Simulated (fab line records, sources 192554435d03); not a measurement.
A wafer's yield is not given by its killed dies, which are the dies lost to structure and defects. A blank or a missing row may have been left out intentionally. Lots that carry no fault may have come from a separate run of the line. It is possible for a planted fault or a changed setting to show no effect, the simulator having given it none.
Split-lot study | flow n5_finfet | route with 1938 steps; 7 lots, 39 wafers read

## THE SPLIT ITSELF
At N5_FIN_CUT_CUT_ETCH_15 (etches Si in HBr/Cl2/O2, target depth 100 nm, bt time 10 s, time 42.4 s), the setting target_depth_a was moved away from the recipe's 1000 angstrom on 15 of the 39 wafers read, by -8.8% to +11.8%. All remaining wafers had this setting at the recipe value.

No step appears in the file between the split and the reading.

## THE READING
SOC_of_FIN_CUT_COAT_18.thk_nm (the simulator's own value, which no gauge read), in nm, at N5_FIN_CUT_CUT_ETCH_28 (etches Si in HBr/Cl2/O2, target depth 6 nm, time 2.4 s). No usual value for it is given in the file. Here, 24 wafers ran the recipe; their average is 168.5 nm with a standard deviation of 0.92 nm.

wafer  | tool, chamber at the split | target_depth_a as run, angstrom | against the recipe | SOC_of_FIN_CUT_COAT_18.thk_nm, nm | against lot-mates on the recipe
L075.1 | rie_si-01, 3               | 1118                            | +11.8%             | 165.2                             | -3.4
L075.2 | rie_si-01, 1               | 1118                            | +11.8%             | 162.6                             | -6.0
L075.3 | rie_si-01, 0               | 1000                            | recipe             | 168.6                             | -
L075.4 | rie_si-01, 2               | 1000                            | recipe             | 167.8                             | -
L075.5 | rie_si-01, 2               | 1118                            | +11.8%             | 163.6                             | -5.0
L075.6 | rie_si-01, 3               | 1000                            | recipe             | 169.4                             | -
L077.1 | rie_si-06, 3               | 926.4                           | -7.4%              | 171.6                             | +2.0
L077.2 | rie_si-06, 2               | 1000                            | recipe             | 169.4                             | -
L077.3 | rie_si-06, 0               | 1000                            | recipe             | 169.6                             | -
L077.4 | rie_si-06, 1               | 1000                            | recipe             | 169.8                             | -
L077.5 | rie_si-06, 0               | 926.4                           | -7.4%              | 171.4                             | +1.8
L077.6 | rie_si-06, 3               | 926.4                           | -7.4%              | 172.6                             | +3.0
L080.1 | rie_si-02, 2               | 932                             | -6.8%              | 171.6                             | +4.3
L080.2 | rie_si-02, 1               | 932                             | -6.8%              | 170                               | +2.7
L080.3 | rie_si-02, 0               | 1000                            | recipe             | 167.6                             | -
L080.4 | rie_si-02, 3               | 1000                            | recipe             | 168                               | -
L080.5 | rie_si-02, 3               | 932                             | -6.8%              | 171.4                             | +4.1
L080.6 | rie_si-02, 0               | 1000                            | recipe             | 166.4                             | -
L082.1 | rie_si-06, 3               | 1000                            | recipe             | 169.6                             | -
L082.2 | rie_si-06, 1               | 1000                            | recipe             | 168.6                             | -
L082.3 | rie_si-06, 2               | 1064                            | +6.4%              | 167.2                             | -1.9
L082.4 | rie_si-06, 0               | 1000                            | recipe             | 169.2                             | -
L082.5 | rie_si-06, 1               | 1064                            | +6.4%              | 167.6                             | -1.5
L082.6 | rie_si-06, 2               | 1064                            | +6.4%              | 166.2                             | -2.9
L085.1 | rie_si-01, 2               | 1000                            | recipe             | 169.2                             | -
L085.2 | rie_si-01, 0,1             | 1000                            | recipe             | 168.4                             | -
L085.3 | rie_si-01, 3               | 1000                            | recipe             | 169                               | -
L085.4 | rie_si-01, 1               | 1000                            | recipe             | 167.6                             | -
L085.5 | rie_si-01, 0,1             | 1000                            | recipe             | 169.4                             | -
L085.6 | rie_si-01, 2               | 1000                            | recipe             | 169.6                             | -
L090.1 | rie_si-01, 3               | 912                             | -8.8%              | 171.8                             | +3.8
L090.2 | rie_si-01, 0               | 1000                            | recipe             | 168.2                             | -
L090.3 | rie_si-01, 0               | 1000                            | recipe             | 168                               | -
L090.4 | rie_si-01, 3               | 1000                            | recipe             | 167.8                             | -
L090.5 | rie_si-01, 3               | 912                             | -8.8%              | 172                               | +4.0
L090.6 | rie_si-01, 0               | 912                             | -8.8%              | 171.2                             | +3.2
L096.1 | rie_si-01, 0               | 1000                            | recipe             | 167                               | -
L096.4 | rie_si-01, 1               | 1000                            | recipe             | 168.2                             | -
L096.6 | rie_si-01, 2               | 1000                            | recipe             | 167.4                             | -
When a row names more than one chamber, that row covers several wafers, and the file does not tell which wafer ran in which chamber.

FIT RESULTS
A straight line over all 39 wafers: SOC_of_FIN_CUT_COAT_18.thk_nm changes by -0.375 nm for each +1% of target_depth_a; r = -0.91; the points scatter about the line by 0.91 nm.
The same after taking each lot's own level away (the mean of its wafers on the recipe; 39 wafers): -0.402 nm for each +1%; r = -0.95; scatter 0.71 nm.
On that fit, the largest move of target_depth_a shifts the reading by 4.7 nm.
The span of the lots' own levels, 167.33 to 169.60 nm, comes to 2.5 times the standard deviation stated above.
The two slopes agree, so the slope changes little with the lot-to-lot level.
Check: for one of the wafers moved furthest among these (+11.8%), held out of the fit, the line's prediction against its lot-mates is -4.94 nm. Against them it came out at -3.4 nm.

## THESE WAFERS: OTHER SPLITS
Note: prior to the reading, these wafers also went through further splits. Each is held against what the fit with the lots' levels taken away leaves over:
other split on the same wafers | wafers away from the commonest value | r with SOC_of_FIN_CUT_COAT_18.thk_nm (lot level and that fit taken away)
N5_FIN_CUT_EXPOSE_05 dose_mj   | 15                                   | +0.09

## THE WHOLE CHAIN: every reading that the file lists as answering this split, in the file's order
step                   | what it does                                                            | reading                                                                        | change (the file's fit)               | r (the file's)
N5_FIN_CUT_CUT_ETCH_15 | etches Si in HBr/Cl2/O2, target depth 100 nm, bt time 10 s, time 42.4 s | etch.depth_nm (the simulator's own value, which no gauge read)                 | +1.01 nm for each +1% of the setting  | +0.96
N5_FIN_CUT_CUT_ETCH_15 | etches Si in HBr/Cl2/O2, target depth 100 nm, bt time 10 s, time 42.4 s | FIN_CUT.feature_depth_nm (the simulator's own value, which no gauge read)      | +1.01 nm for each +1% of the setting  | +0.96
N5_FIN_CUT_CUT_ETCH_28 | etches Si in HBr/Cl2/O2, target depth 6 nm, time 2.4 s                  | SOC_of_FIN_CUT_COAT_18.thk_nm (the simulator's own value, which no gauge read) | -0.403 nm for each +1% of the setting | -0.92

## FILE'S OWN FIT
SOC_of_FIN_CUT_COAT_18.thk_nm changes by -0.403 nm for each +1% of target_depth_a, r = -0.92.
